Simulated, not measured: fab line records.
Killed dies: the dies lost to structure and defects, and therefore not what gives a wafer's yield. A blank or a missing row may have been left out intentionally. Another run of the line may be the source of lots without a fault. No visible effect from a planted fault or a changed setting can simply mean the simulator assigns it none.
fab line records	flow n5Finfet
record lots=7	wafers=39
route steps=1938 shown ZERO_LAYER@11 FIN_CUT@169 SD_EPI_N@278 SDB@361 MOL_CONTACT_COAG@616 BEOL_M1@751 BEOL_M5@1174
startH: the number of hours between the record's first day and the start of the first shown wafer of the lot	waitH: hours elapsed since this lot's preceding step	" same as the row above	L1.1+2: a single row standing in for several wafers	- no value, or no start was given	* or withheld: withheld	< > ~ a bound
route shown NAME@n: names a module that has steps shown in the file, with the first one's number in the route	usual: mean and standard deviation over wafers with no fault	same: alike in all rows	chamber/n: place in a boat	sites: each site's reading	_std_site: how widely they spread, as a standard deviation	_edge_site: inner sites' mean taken away from outer sites' mean	radiusMm: how far each site lies from the wafer's centre	mask NAME#n: copy n	behind: the tool/chamber that last shaped the wafer	hold: the reason the lot was held/the length of the hold in hours/how it ended	device: the transistor (n, p or np) that didn't switch	end of line: the route-end tests of the same wafers	a step with no rows: only its recipe	killed: count of dies lost to structure and defects at first sort (not the wafer's yield)	map: dies across one wafer; x = killed, . = not, _ = none there
set.NAME: the setting as run; set.NAME@STEP: as run at that earlier step	model.NAME: the simulator's own value behind a step, which no gauge read
one table per step and one row per wafer, for lots whose settings were changed on purpose
## steps
# step N5_ZERO_LAYER_DEVELOP_10
# recipe developTimeS=60	rinseLiquid=diw	dry=airSpin	devTempC=21
lot.wafer	tool	chamber	startH	waitH	set.developTimeS
L075.1+2+5	lithoTrack-04	0	-	-	60
L075.3+4+6	"	0	"	"	34.19
L078.1+3+5	lithoTrack-04	0	-	-	49.18
L078.2+4+6	"	0	"	"	60
L080.1+5+6	lithoTrack-03	0	-	-	60
L081.1+4+6	lithoTrack-01	0	-	-	70.37
L081.2+3+5	"	0	"	"	60
L083.1+2+5	lithoTrack-04	0	-	-	60
L083.3+4+6	"	0	"	"	49.81
L091.1+2+4	lithoTrack-04	0	-	-	35.69
L091.3+5+6	"	0	"	"	60
L093.1+2+3+4+5+6	lithoTrack-03	0	-	-	60
# step N5_ZERO_LAYER_HARDBAKE_23
# recipe tempC=130	timeS=120
# step N5_ZERO_LAYER_CD_MEAS_11
# recipe targetCdNm=2000	landingEnergyEv=500	detector=seInlens
# usual cdNm=2000.1/1.7
lot.wafer	tool	chamber	startH	waitH	set.developTimeS@ZERO_LAYER_DEVELOP_10	cdNm
L075.1	cdSem-02	0	18.64	-	60	2001.9
L075.2	"	0	"	"	60	2000.7
L075.3	"	0	"	"	34.19	1990.3
L075.4	"	0	"	"	34.19	1990.5
L075.5	"	0	"	"	60	2002.1
L075.6	"	0	"	"	34.19	1988.1
L078.1	cdSem-01	0	36.65	-	49.18	1998.2
L078.2	"	0	"	"	60	2001.8
L078.3	"	0	"	"	49.18	1998.7
L078.4	"	0	"	"	60	2001.0
L078.5	"	0	"	"	49.18	1997.8
L078.6	"	0	"	"	60	2003.0
L080.1	cdSem-03	0	48.77	-	60	2000.5
L080.5	"	0	"	"	60	2000.6
L080.6	"	0	"	"	60	2000.2
L081.1	cdSem-02	0	54.77	-	70.37	2003.4
L081.2	"	0	"	"	60	1999.8
L081.3	"	0	"	"	60	1999.5
L081.4	"	0	"	"	70.37	2003.6
L081.5	"	0	"	"	60	1998.2
L081.6	"	0	"	"	70.37	2003.5
L083.1	cdSem-01	0	66.64	-	60	2001.0
L083.2	"	0	"	"	60	2001.1
L083.3	"	0	"	"	49.81	1998.1
L083.4	"	0	"	"	49.81	1998.6
L083.5	"	0	"	"	60	2002.0
L083.6	"	0	"	"	49.81	1999.1
L091.1	cdSem-01	0	114.77	-	35.69	1989.8
L091.2	"	0	"	"	35.69	1988.5
L091.3	"	0	"	"	60	2001.7
L091.4	"	0	"	"	35.69	1988.8
L091.5	"	0	"	"	60	2000.7
L091.6	"	0	"	"	60	1999.1
L093.1	cdSem-02	0	126.77	-	60	1998.9
L093.2	"	0	"	"	60	2000.5
L093.3	"	0	"	"	60	2001.1
L093.4	"	0	"	"	60	2001.7
L093.5	"	0	"	"	60	1999.5
L093.6	"	0	"	"	60	2002.0
# step N5_ZERO_LAYER_DESCUM_16
# recipe chemistry=O2	timeS=7.9	sourcePowerW=50	biasPowerW=20	pressureMtorr=20	rfFrequencyHz=2.712e+07	tempC=40	o2FlowSccm=225
lot.wafer	tool	chamber	startH	waitH	set.developTimeS@ZERO_LAYER_DEVELOP_10	model.ZERO_LAYER.cdNm
L075.1+5	rieDiel-01	1,2	18.68	0.0	60	2002
L075.2	"	2	"	"	60	2001
L075.3	"	3	"	"	34.19	1990
L075.4	"	3	"	"	34.19	1991
L075.6	"	1	"	"	34.19	1988
L078.1+5	rieDiel-03	1	37.10	0.5	49.18	1998
L078.2	"	3	"	"	60	2002
L078.3	"	0	"	"	49.18	1999
L078.4	"	3	"	"	60	2001
L078.6	"	0	"	"	60	2003
L080.1+6	rieDiel-01	1,2	48.80	0.0	60	2000
L080.5	"	3	"	"	60	2001
L081.1+4	rieDiel-02	1,0	54.91	0.1	70.37	2003
L081.2	"	3	"	"	60	2000
L081.3	"	2	"	"	60	1999
L081.5	"	1	"	"	60	1998
L081.6	"	0	"	"	70.37	2004
L083.1	rieDiel-01	0	66.68	0.0	60	2001
L083.2	"	1	"	"	60	-
L083.3+4	"	2,3	"	"	49.81	1998
L083.5	"	3	"	"	60	2002
L083.6	"	2	"	"	49.81	1999
L091.1	rieDiel-02	3	114.92	0.2	35.69	1990
L091.2+4	"	2,0	"	"	35.69	1988
L091.3+5	"	1,3	"	"	60	2001
L091.6	"	2	"	"	60	1999
L093.1+5	rieDiel-01	2,3	126.80	0.0	60	1999
L093.2+3+4	"	1,0,3	"	"	60	2001
L093.6	"	0	"	"	60	2002
# step N5_FIN_CUT_ETCH_21
# recipe chemistry=N2/H2	target=SOC	targetDepthA=2190	overetchA=438	maskMaterial=SiARC	tempC=40	ionEnergyEv=100	biasW=61	timeS=523.5	pressureMtorr=30	sourceW=850	n2FlowSccm=200	h2FlowSccm=200
lot.wafer	tool	chamber	startH	waitH	set.timeS	model.SiARC_of_FIN_CUT_COAT_19.thkNm	model.FIN_CUT.cdOffsetNm
L075.1	rieDiel-01	0	34.58	0.0	647.1	9.8	2
L075.2	"	2	"	"	523.5	11.6	0.2
L075.3	"	1	"	"	647.1	9.6	1.8
L075.4+6	"	1,0	"	"	523.5	11.8	0
L075.5	"	2	"	"	647.1	9.6	1.4
L078.1	rieDiel-02	3	52.14	0.0	789.6	8	3
L078.2	"	0	"	"	523.5	11.8	0
L078.3	"	2	"	"	789.6	7.6	3
L078.4+5	"	1,2	"	"	523.5	11.8	-0.2
L078.6	"	1	"	"	789.6	7.8	2.6
L080.1	rieDiel-03	0	63.69	0.0	523.5	12	0
L080.5	"	0	"	"	523.5	12	0.2
L080.6	"	3	"	"	523.5	11.6	0
L081.1+6	rieDiel-01	0,3	70.23	0.0	334.9	14.8	-2
L081.2	"	1	"	"	523.5	11.8	0.4
L081.3	"	2	"	"	523.5	11.6	0.2
L081.4	"	3	"	"	523.5	11.8	0
L081.5	"	2	"	"	334.9	14.6	-1.6
L083.1	rieDiel-03	3	82.80	0.0	523.5	11.8	0.2
L083.2+6	"	0	"	"	523.5	12	-0.4
L083.3	"	1	"	"	523.5	11.8	-0.6
L083.4	"	1	"	"	523.5	11.8	-0.2
L083.5	"	3	"	"	523.5	11.6	0
L091.1+5	rieDiel-02	2	129.80	0.0	523.5	11.8	-0.4
L091.2	"	0	"	"	523.5	12	0
L091.3	"	1	"	"	523.5	12	-0.4
L091.4	"	3	"	"	523.5	12	-0.2
L091.6	"	1	"	"	523.5	11.8	-0.8
L093.1+5	rieDiel-02	3	142.15	0.0	523.5	12	0
L093.2	"	2	"	"	705.7	9	2
L093.3	"	1	"	"	523.5	11.8	0.2
L093.4+6	"	1,2	"	"	705.7	9	2.2
# step N5_FIN_CUT_STRIP_23
# recipe chemistry=N2/H2	tempC=40	n2FlowSccm=200	h2FlowSccm=200	rfFrequencyHz=6e+07
# step N5_FIN_CUT_STRIP_31
# recipe chemistry=N2/H2	tempC=40	n2FlowSccm=200	h2FlowSccm=200	rfFrequencyHz=6e+07
# step N5_FIN_CUT_STRIP_24
# recipe chemistry=CF4	resist=SiARC	powerW=300	biasPowerW=75	pressureMtorr=50	cf4FlowSccm=150	rfFrequencyHz=6e+07
# step N5_FIN_CUT_CUT_ETCH_26
# recipe chemistry=CH3F/O2	target=SiNx	targetDepthA=390	maskMaterial=SOC	timeS=55.7	pressureMtorr=30	sourceW=395	biasW=73	Ar_flow_sccm=150	CH3F_flow_sccm=30	O2_flow_sccm=20	ionEnergyEv=120
lot.wafer	tool	chamber	startH	waitH	set.timeS@FIN_CUT_ETCH_21	model.FIN_CUT.cdOffsetNm
L075.1	rieDiel-01	0	34.93	0.0	647.1	2
L075.2	"	2	"	"	523.5	0.2
L075.3	"	1	"	"	647.1	1.8
L075.4+6	"	1,0	"	"	523.5	0
L075.5	"	2	"	"	647.1	1.4
L078.1	rieDiel-02	3	52.48	0.0	789.6	2.8
L078.2	"	0	"	"	523.5	0
L078.3	"	2	"	"	789.6	3
L078.4	"	1	"	"	523.5	-0.2
L078.5	"	2	"	"	523.5	-0.4
L078.6	"	1	"	"	789.6	2.6
L080.1	rieDiel-03	0	64.04	0.0	523.5	0
L080.5	"	0	"	"	523.5	0.2
L080.6	"	3	"	"	523.5	-0.2
L081.1+6	rieDiel-01	0,3	70.57	0.0	334.9	-2
L081.2	"	1	"	"	523.5	0.4
L081.3	"	2	"	"	523.5	0.2
L081.4	"	3	"	"	523.5	0
L081.5	"	2	"	"	334.9	-1.4
L083.1	rieDiel-03	3	83.14	0.0	523.5	0.2
L083.2	"	0	"	"	523.5	-0.4
L083.3	"	1	"	"	523.5	-0.6
L083.4+6	"	1,0	"	"	523.5	-0.2
L083.5	"	3	"	"	523.5	0
L091.1+3+5	rieDiel-02	2,1,2	130.14	0.0	523.5	-0.4
L091.2	"	0	"	"	523.5	0
L091.4	"	3	"	"	523.5	-0.2
L091.6	"	1	"	"	523.5	-0.8
L093.1+5	rieDiel-02	3	142.50	0.0	523.5	0
L093.2	"	2	"	"	705.7	2
L093.3	"	1	"	"	523.5	0.2
L093.4+6	"	1,2	"	"	705.7	2.2
# step N5_SD_EPI_N_ETCH_45
# recipe chemistry=CH3F/O2	target=SiOCN	targetDepthA=60	maskMaterial=SOC	ionEnergyEv=60	biasW=29	pressureMtorr=15	sourceW=410	Ar_flow_sccm=150	CH3F_flow_sccm=30	O2_flow_sccm=20
lot.wafer	tool	chamber	startH	waitH	set.targetDepthA	model.etch.depthNm
L075.1	rieDiel-05	1	56.97	0.1	60	6.068
L075.2	"	2	"	"	73.5	7.278
L075.3	"	3	"	"	73.5	7.303
L075.4	"	0	"	"	73.5	7.22
L075.5	"	1	"	"	60	6.148
L075.6	"	0	"	"	60	5.93
L078.1	rieDiel-05	3	74.61	0.1	60	5.922
L078.2	"	1	"	"	60	6.072
L078.3	"	0	"	"	60	5.876
L078.4	"	2	"	"	60	5.89
L078.5	"	1	"	"	60	6.046
L078.6	"	2	"	"	60	5.944
L080.1	rieDiel-04	1	86.16	0.1	60	6.114
L080.5	"	0	"	"	60	6.058
L080.6	"	1	"	"	60	6.091
L081.1	rieDiel-06	1	92.19	0.1	60	6.104
L081.2	"	3	"	"	60	6.017
L081.3	"	2	"	"	60	6.065
L081.4	"	3	"	"	60	6.062
L081.5	"	2	"	"	60	6.077
L081.6	"	1	"	"	60	6.101
L083.1	rieDiel-05	3	104.85	0.1	60	5.917
L083.2	"	0	"	"	33.18	3.236
L083.3	"	1	"	"	33.18	3.357
L083.4	"	0	"	"	60	5.884
L083.5	"	1	"	"	60	6.048
L083.6	"	3	"	"	33.18	3.289
L091.1	rieDiel-06	1	152.22	0.1	60	5.943
L091.2	"	2	"	"	60	6.06
L091.3	"	0	"	"	60	5.898
L091.4	"	3	"	"	60	5.962
L091.5	"	0	"	"	60	5.957
L091.6	"	1	"	"	60	5.95
L093.1	rieDiel-06	0	165.63	0.1	79.95	7.898
L093.2	"	2	"	"	79.95	7.984
L093.3+4	"	1,3	"	"	60	5.967
L093.5	"	0	"	"	60	5.939
L093.6	"	3	"	"	79.95	8.006
# step N5_SDB_ETCH_18
# recipe chemistry=N2/H2	target=SOC	targetDepthA=1000	overetchA=200	maskMaterial=SiARC	tempC=40	timeS=150	ionEnergyEv=200	pressureMtorr=30	sourceW=840	biasW=150	n2FlowSccm=200	h2FlowSccm=200
lot.wafer	tool	chamber	startH	waitH	set.timeS	model.etch.depthNm	model.SiARC_of_SDB_COAT_04.thkNm
L075.1	rieDiel-06	3	72.88	0.0	237.8	100.3	9.6
L075.2	"	1	"	"	237.8	99.96	9.8
L075.3	"	2	"	"	237.8	99.98	9.6
L075.4+5	"	1,2	"	"	150	100.1	12.8
L075.6	"	3	"	"	150	99.91	12.8
L078.1	rieDiel-04	1	90.53	0.0	213.1	100.5	10.4
L078.2	"	3	"	"	150	100.6	12.8
L078.3	"	0	"	"	213.1	100.8	10.4
L078.4	"	2	"	"	213.1	100.9	10.4
L078.5	"	3	"	"	150	100.4	12.8
L078.6	"	2	"	"	150	100.5	12.6
L080.1	rieDiel-04	3	102.72	0.0	150	100	12.8
L080.5	"	3	"	"	150	99.76	12.8
L080.6	"	0	"	"	150	99.86	12.6
L081.1	rieDiel-05	3	110.14	0.0	150	100.1	12.8
L081.2	"	1	"	"	150	100	12.6
L081.3	"	0	"	"	123.1	97.69	13.8
L081.4	"	3	"	"	123.1	96.82	13.8
L081.5	"	0	"	"	123.1	97.17	13.8
L081.6	"	1	"	"	150	100	12.8
L083.1	rieDiel-06	3	120.35	0.0	103.2	82.06	14.4
L083.2	"	1	"	"	150	100.4	12.8
L083.3	"	2	"	"	103.2	82.73	14.4
L083.4	"	2	"	"	103.2	83.19	14.4
L083.5	"	3	"	"	150	100.1	12.8
L083.6	"	1	"	"	150	100	12.8
L091.1+6	rieDiel-05	2,0	168.38	0.0	175	100.3	11.8
L091.2	"	3	"	"	150	100	12.8
L091.3	"	1	"	"	150	100.2	12.6
L091.4	"	0	"	"	175	100.4	11.8
L091.5	"	1	"	"	150	100.1	12.6
L093.1	rieDiel-06	3	183.36	0.0	150	100.5	12.8
L093.2	"	0	"	"	217.6	100.9	10.6
L093.3+6	"	2	"	"	150	100.4	12.8
L093.4	"	0	"	"	217.6	100.6	10.6
L093.5	"	3	"	"	217.6	100.5	10.4
# step N5_MOL_CONTACT_COAG_ETCH_124
# recipe chemistry=CH3F/O2	target=SiNx	targetDepthA=65	maskMaterial=SOC	stopOn=SiOC	overEtchFrac=0.3	ionEnergyEv=120	pressureMtorr=30	sourceW=395	biasW=73	Ar_flow_sccm=150	CH3F_flow_sccm=30	O2_flow_sccm=20	ends=endPoint
lot.wafer	tool	chamber	startH	waitH	set.targetDepthA	model.SOC_of_MOL_CONTACT_COAG_COAT_62.thkNm
L075.1+3+6	rieDiel-05	3,1,1	112.09	0.0	65	48.4
L075.2+4+5	"	0,3,0	"	"	97.11	47
L078.1+3+4+5	rieDiel-04	1,0,3,3	123.05	0.0	65	48.4
L078.2+6	"	2,0	"	"	65	48.2
L080.1	rieDiel-06	3	134.06	0.0	65	48.8
L080.5	"	1	"	"	65	48.4
L080.6	"	0	"	"	65	48.6
L081.1+2	rieDiel-04	1,0	143.70	0.0	92.89	47.2
L081.3	"	2	"	"	92.89	47
L081.4+5	"	2,0	"	"	65	48.6
L081.6	"	1	"	"	65	48.2
L083.1	rieDiel-05	2	154.92	0.0	79.38	47.6
L083.2	"	3	"	"	65	48.8
L083.3+5	"	0,1	"	"	79.38	47.8
L083.4	"	1	"	"	65	48.2
L083.6	"	0	"	"	65	48.6
L091.1+5	rieDiel-04	3	202.64	0.0	65	48.2
L091.2	"	0	"	"	65	48.8
L091.3+6	"	2	"	"	65	48.6
L091.4	"	1	"	"	65	48.4
L093.1+3+5	rieDiel-06	3,0,1	217.23	0.0	65	48.6
L093.2+4+6	"	1,2,0	"	"	65	48.4
# step N5_BEOL_M1_ILD_DEP_00
# recipe material=SiOC	targetThkA=790	tempC=350	precursor=DEMS/O2	pressureTorr=5	rfW=500	timeS=15.3
lot.wafer	tool	chamber	startH	waitH	set.targetThkA	model.SiOC_of_BEOL_M1_ILD_DEP_00.thkNm
L075.1	pecvd-01	1	130.90	0.0	1001	100.4
L075.2	"	0	"	"	790	79
L075.3	"	2	"	"	1001	99.2
L075.4	"	2	"	"	1001	101.2
L075.5	"	0	"	"	790	80
L075.6	"	1	"	"	790	79.6
L078.1	pecvd-01	2	141.22	0.0	468.6	45.4
L078.2	"	0	"	"	468.6	45.8
L078.3	"	1	"	"	790	77.8
L078.4+6	"	0,1	"	"	790	79
L078.5	"	2	"	"	468.6	46.8
L080.1	pecvd-03	1	151.38	0.0	790	79.2
L080.5+6	"	2,0	"	"	790	80.6
L081.1+4+5+6	pecvd-01	2,1,2,0	163.58	0.0	790	78.2
L081.2	"	1	"	"	790	77.8
L081.3	"	0	"	"	790	77.2
L083.1+3	pecvd-01	0,2	171.93	0.0	1017	100.6
L083.2	"	1	"	"	790	77.6
L083.4	"	1	"	"	790	79.6
L083.5	"	2	"	"	790	79.4
L083.6	"	0	"	"	1017	102
L091.1	pecvd-02	2	220.56	0.0	790	79.6
L091.2	"	0	"	"	1086	108.8
L091.3	"	1	"	"	790	79.2
L091.4	"	2	"	"	790	80.2
L091.5	"	0	"	"	1086	109.8
L091.6	"	1	"	"	1086	110.4
L093.1	pecvd-01	1	233.54	0.0	1239	122
L093.2	"	2	"	"	1239	123
L093.3	"	0	"	"	790	78
L093.4	"	1	"	"	790	79.2
L093.5	"	2	"	"	1239	125
L093.6	"	0	"	"	790	79.4
# step N5_BEOL_M1_THK_MEAS_01
# recipe reads=SiOC_of_BEOL_M1_ILD_DEP_00
# usual M1_ILD_THK=78.8/0.97
lot.wafer	tool	chamber	startH	waitH	set.targetThkA@BEOL_M1_ILD_DEP_00	M1_ILD_THK[nm]
L075.1	filmMetro-02	-	130.97	0.0	1001	100.3
L075.2	"	-	"	"	790	79.0
L075.3	"	-	"	"	1001	99.2
L075.4	"	-	"	"	1001	101.1
L075.5	"	-	"	"	790	79.9
L075.6	"	-	"	"	790	79.6
L078.1	filmMetro-01	-	141.29	0.0	468.6	45.4
L078.2	"	-	"	"	468.6	45.7
L078.3	"	-	"	"	790	77.7
L078.4	"	-	"	"	790	79.0
L078.5	"	-	"	"	468.6	46.9
L078.6	"	-	"	"	790	78.9
L080.1	filmMetro-02	-	151.44	0.0	790	79.1
L080.5	"	-	"	"	790	80.8
L080.6	"	-	"	"	790	80.7
L081.1	filmMetro-02	-	163.64	0.0	790	78.1
L081.2	"	-	"	"	790	77.8
L081.3	"	-	"	"	790	77.3
L081.4	"	-	"	"	790	78.2
L081.5	"	-	"	"	790	78.2
L081.6	"	-	"	"	790	78.2
L083.1	filmMetro-02	-	172.00	0.0	1017	100.7
L083.2	"	-	"	"	790	77.6
L083.3	"	-	"	"	1017	100.6
L083.4	"	-	"	"	790	79.6
L083.5	"	-	"	"	790	79.4
L083.6	"	-	"	"	1017	101.9
L091.1	filmMetro-01	-	220.63	0.0	790	79.7
L091.2	"	-	"	"	1086	108.7
L091.3	"	-	"	"	790	79.2
L091.4	"	-	"	"	790	80.2
L091.5	"	-	"	"	1086	109.8
L091.6	"	-	"	"	1086	110.5
L093.1	filmMetro-01	-	233.61	0.0	1239	121.9
L093.2	"	-	"	"	1239	122.9
L093.3	"	-	"	"	790	78.0
L093.4	"	-	"	"	790	79.1
L093.5	"	-	"	"	1239	125.0
L093.6	"	-	"	"	790	79.3
# step N5_BEOL_M5_CVD_47
# recipe material=Co	targetThkA=30	tempC=withheld	precursor=CCTBA/H2	pressureTorr=30	timeS=216
lot.wafer	tool	chamber	startH	waitH	set.targetThkA	model.Co_of_BEOL_M5_CVD_47.thkNm
L075.1+3+4	cvdCo-02	2,0,0	187.94	0.1	30	3
L075.2+5+6	"	1,1,2	"	"	30	2.8
L078.1	cvdCo-02	1	198.35	0.1	30	2.8
L078.2+4	"	0,2	"	"	24.15	2.4
L078.3+5	"	2,1	"	"	30	3
L078.6	"	0	"	"	24.15	2.2
L080.1+5+6	cvdCo-02	0,0,2	210.99	0.0	30	3
L081.1	cvdCo-02	2	221.58	0.0	35.01	3.6
L081.2+6	"	1,2	"	"	30	2.8
L081.3+4	"	0,1	"	"	35.01	3.4
L081.5	"	0	"	"	30	3
L083.1+2+3+4+5+6	cvdCo-02	0,2,1,1,2,0	229.22	0.1	30	3
L091.1+2+3+4+5	cvdCo-02	1,2,0,2,0	272.09	0.2	30	3
L091.6	"	1	"	"	30	3.2
L093.1+2+6	cvdCo-02	1,0,2	283.52	0.0	12.72	1.2
L093.3+4	"	2,1	"	"	30	3
L093.5	"	0	"	"	30	2.8
## key
split step=N5_ZERO_LAYER_DEVELOP_10	setting=developTimeS	stated=60	by=wafer
response step=N5_ZERO_LAYER_CD_MEAS_11	reading=cdNm	change=+0.265	per=1%	r=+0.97
response step=N5_ZERO_LAYER_DESCUM_16	reading=model.ZERO_LAYER.cdNm	change=+0.266	per=1%	r=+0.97
split step=N5_FIN_CUT_ETCH_21	setting=timeS	stated=523.5	by=wafer
response step=N5_FIN_CUT_ETCH_21	reading=model.SiARC_of_FIN_CUT_COAT_19.thkNm	change=-0.0818	per=1%	r=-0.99
response step=N5_FIN_CUT_ETCH_21	reading=model.FIN_CUT.cdOffsetNm	change=+0.0599	per=1%	r=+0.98
response step=N5_FIN_CUT_CUT_ETCH_26	reading=model.FIN_CUT.cdOffsetNm	change=+0.0594	per=1%	r=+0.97
split step=N5_SD_EPI_N_ETCH_45	setting=targetDepthA	stated=60	by=wafer
response step=N5_SD_EPI_N_ETCH_45	reading=model.etch.depthNm	change=+0.0589	per=1%	r=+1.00
split step=N5_SDB_ETCH_18	setting=timeS	stated=150	by=wafer
response step=N5_SDB_ETCH_18	reading=model.etch.depthNm	shape=bent	atLowest=82.66	atStated=100.2	atHighest=100.1
response step=N5_SDB_ETCH_18	reading=model.SiARC_of_SDB_COAT_04.thkNm	change=-0.0531	per=1%	r=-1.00
split step=N5_MOL_CONTACT_COAG_ETCH_124	setting=targetDepthA	stated=65	by=wafer
response step=N5_MOL_CONTACT_COAG_ETCH_124	reading=model.SOC_of_MOL_CONTACT_COAG_COAT_62.thkNm	change=-0.0302	per=1%	r=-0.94
split step=N5_BEOL_M1_ILD_DEP_00	setting=targetThkA	stated=790	by=wafer
response step=N5_BEOL_M1_ILD_DEP_00	reading=model.SiOC_of_BEOL_M1_ILD_DEP_00.thkNm	change=+0.788	per=1%	r=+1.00
response step=N5_BEOL_M1_THK_MEAS_01	reading=M1_ILD_THK	change=+0.787	per=1%	r=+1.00
split step=N5_BEOL_M5_CVD_47	setting=targetThkA	stated=30	by=wafer
response step=N5_BEOL_M5_CVD_47	reading=model.Co_of_BEOL_M5_CVD_47.thkNm	change=+0.0306	per=1%	r=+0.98
